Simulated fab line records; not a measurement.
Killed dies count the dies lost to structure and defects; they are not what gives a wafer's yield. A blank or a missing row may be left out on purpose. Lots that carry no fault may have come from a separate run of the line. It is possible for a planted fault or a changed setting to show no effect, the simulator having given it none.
Split-lot trial + flow n5Finfet + route with 1938 steps; 7 lots, 21 wafers read

== SPLIT DETAILS ==
At N5_HKMG_FIN_DESCUM_53 (chemistry O2, time 7.9 s), the setting timeS was moved away from the recipe's 7.9 s on 7 of the 21 wafers read, by -10.7% to +22.1%. All remaining wafers had this setting at the recipe value.

Reading taken at the split's own step.

== THE READING ==
CAR-ArF_of_HKMG_FIN_COAT_43.thkNm (the simulator's own value, which no gauge read), in nm, at N5_HKMG_FIN_DESCUM_53 (chemistry O2, time 7.9 s). The file gives no usual value for it. The 14 wafers here that ran the recipe average 83.6 nm, standard deviation 0.24 nm.

| wafer  | tool, chamber at the split | timeS as run, s | against the recipe | CAR-ArF_of_HKMG_FIN_COAT_43.thkNm, nm | against lot-mates on the recipe |
|--------|----------------------------|-----------------|--------------------|---------------------------------------|---------------------------------|
| L074.3 | rieDiel-05, 3              | 7.9             | recipe             | 83.4                                  | -                               |
| L074.4 | rieDiel-05, 3              | 7.9             | recipe             | 83.6                                  | -                               |
| L074.5 | rieDiel-05, 2              | 7.058           | -10.7%             | 83.8                                  | +0.3                            |
| L076.1 | rieDiel-05, 0              | 8.832           | +11.8%             | 83.2                                  | -0.4                            |
| L076.4 | rieDiel-05, 0              | 7.9             | recipe             | 83.6                                  | -                               |
| L076.6 | rieDiel-05, 2              | 8.832           | +11.8%             | 82.8                                  | -0.8                            |
| L082.1 | rieDiel-03, 3,1            | 7.9             | recipe             | 83.4                                  | -                               |
| L082.3 | rieDiel-03, 3,1            | 7.9             | recipe             | 83.4                                  | -                               |
| L082.6 | rieDiel-03, 1              | 7.059           | -10.6%             | 83.8                                  | +0.4                            |
| L088.2 | rieDiel-06, 3              | 7.9             | recipe             | 83.6                                  | -                               |
| L088.4 | rieDiel-06, 0,2            | 7.9             | recipe             | 83.4                                  | -                               |
| L088.6 | rieDiel-06, 0,2            | 7.9             | recipe             | 83.4                                  | -                               |
| L089.1 | rieDiel-06, 0              | 7.9             | recipe             | 83.6                                  | -                               |
| L089.2 | rieDiel-06, 2              | 7.9             | recipe             | 84.2                                  | -                               |
| L089.6 | rieDiel-06, 2              | 7.9             | recipe             | 83.8                                  | -                               |
| L091.2 | rieDiel-06, 0              | 9.645           | +22.1%             | 82.2                                  | -1.6                            |
| L091.4 | rieDiel-06, 1              | 7.9             | recipe             | 84                                    | -                               |
| L091.6 | rieDiel-06, 0              | 7.9             | recipe             | 83.6                                  | -                               |
| L094.1 | rieDiel-05, 1,0            | 9.296           | +17.7%             | 82.8                                  | -1.0                            |
| L094.6 | rieDiel-05, 1,0            | 9.296           | +17.7%             | 82.8                                  | -1.0                            |
| L094.2 | rieDiel-05, 3              | 7.9             | recipe             | 83.8                                  | -                               |
Where a row lists several chambers, the file gives one row for several wafers and doesn't say which wafer went through which chamber.

FIT RESULTS
A straight line over all 21 wafers: CAR-ArF_of_HKMG_FIN_COAT_43.thkNm changes by -0.0469 nm for each +1% of timeS; r = -0.85; the points scatter about the line by 0.25 nm.
The same after taking each lot's own level away (the mean of its wafers on the recipe; 21 wafers): -0.0557 nm for each +1%; r = -0.94; scatter 0.18 nm.
According to that fit, moving timeS by its largest amount changes the reading by 1.2 nm.
The lots' own levels span 83.40 to 83.87 nm, that is 2.0 times the standard deviation above.
So the lot-to-lot level changes the slope: the two fits differ.
Check: with one of the wafers moved furthest among these (+22.1%) left out of the fit, the line predicts -1.12 nm for it against its lot-mates. It came out at -1.6 nm against them.

== FURTHER SPLITS ON THESE WAFERS ==
These wafers also went through other splits before the reading. Each is held against what the fit with the lots' levels taken away leaves over:
| other split on the same wafers                  | wafers away from the commonest value | r with CAR-ArF_of_HKMG_FIN_COAT_43.thkNm (lot level and that fit taken away) |
|-------------------------------------------------|--------------------------------------|------------------------------------------------------------------------------|
| N5_WELL_APT_PEB_23 pebTempC                     | 6                                    | +0.03                                                                        |
| N5_WELL_APT_DESCUM_30 timeS                     | 4                                    | +0.06                                                                        |
| N5_PMOS_HMC_CHANNEL_EPI_HM_DEP_34 timeS         | 10                                   | -0.01                                                                        |
| N5_PMOS_HMC_CHANNEL_EPI_DEVELOP_08 developTimeS | 5                                    | -0.16                                                                        |
| N5_FIN_CUT_COAT_02 spinRpm                      | 10                                   | +0.03                                                                        |
| N5_DUMMY_GATE_COAT_28 spinRpm                   | 8                                    | -0.28                                                                        |
| N5_SD_EPI_N_ETCH_45 targetDepthA                | 5                                    | -0.31                                                                        |
| N5_SD_EPI_N_EPI_21 timeS                        | 3                                    | +0.10                                                                        |
| N5_SDB_COAT_05 spinRpm                          | 7                                    | +0.14                                                                        |

== FILE'S OWN FIT ==
CAR-ArF_of_HKMG_FIN_COAT_43.thkNm changes by -0.0579 nm for each +1% of timeS, r = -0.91.
